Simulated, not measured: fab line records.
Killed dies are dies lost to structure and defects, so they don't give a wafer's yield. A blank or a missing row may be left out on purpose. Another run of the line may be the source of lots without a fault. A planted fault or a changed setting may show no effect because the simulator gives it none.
Problem report in the 8D (eight disciplines) form, filled by code | flow n5Finfet | the parts of the form that need people (team, actions taken, sign-off) are left out

## 1. PROBLEM STATEMENT
At N5_BEOL_M9_ETCH_76, etchRfOnTimeS averages 3.20 s over 3 wafers from 3 lots, while fault-free wafers read 5.18 s, standard deviation 0.11. Measured from the usual mean, that is -18 standard deviations.
The step: etches underlayer in N2/H2, target depth 6.5 nm, time 5.2 s.
First seen on wafer L892.6, day 14 04:31, on rieDiel-03. The record holds 31 wafers of 11 lots with a number at this step. Rule for "out", or "out of limits": more than 4 standard deviations from the usual mean. The rest of the wafers with a number are treated as sound.

## 2. WHAT THIS IS AND IS NOT
question                    | is                     | is not
which readings at this step | etchRfOnTimeS          | drypumpMotorCurrentA, showerheadPlenumPTorr, throttleValvePct
which lots                  | L892, L895, L896       | L879, L880, L883, L884, L887, L889, L890, L893
which wafers of those lots  | L892.6, L895.1, L896.1 | L892.3, L892.5, L895.2, L896.2
read on which tools         | rieDiel-03             | rieDiel-01, rieDiel-06
when                        | from day 14 04:31      | up to then (26 sound wafers); but 2 sound wafers of L895, L896 came after

## 3. WHAT RULES OUT EACH SUSPECT
Counting: any tool at a process step up to the reading remains a suspect provided it ran every lot that is out. Sound lots after the first of them don't rule it out here, since some wafers of a struck lot are sound.
- rieDiel-03 at N5_BEOL_M9_ETCH_76 (etches underlayer in N2/H2, target depth 6.5 nm, time 5.2 s): kept. It processed each lot that is out (first: L892, day 14 04:31); up to then, its last sound lot is L893 (day 13 18:04). Its own etchRfOnTimeS readings are out on those wafers.
Left after counting: rieDiel-03 at N5_BEOL_M9_ETCH_76.

## 4. THE CAUSE (what the simulator had put in)
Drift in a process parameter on rieDiel-03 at N5_BEOL_M9_ETCH_76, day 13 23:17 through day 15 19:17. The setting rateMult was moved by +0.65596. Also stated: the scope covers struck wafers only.
This tool alone remained once counting was done.

## 5. SEQUENCE OF EFFECTS, ordered by route
Each row: a reading whose mean over the struck wafers that have a number lies more than 3 standard deviations from the usual. Scope: only readings with a usual standard deviation given in the record; hours: median across lots of the time from each lot's start at the first step in this table that gives one to its start at this step; sigmas: change in usual standard deviations.
hours | step               | reading       | usual     | on struck wafers | change | sigmas
0     | N5_BEOL_M9_ETCH_76 | etchRfOnTimeS | 5.18 s    | 3.20             | -1.98  | -18
0     | N5_BEOL_M9_ETCH_76 | oesProductAu  | 0.67 a.u. | 0.91             | +0.24  | +3.5
Here are the process steps it includes:
- N5_BEOL_M9_ETCH_76: etches underlayer in N2/H2, target depth 6.5 nm, time 5.2 s.

## 6. WHAT WOULD HAVE CAUGHT IT SOONER
In this record the first reading out of limits was taken at day 14 04:31, 5 hours after the fault began at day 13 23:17.
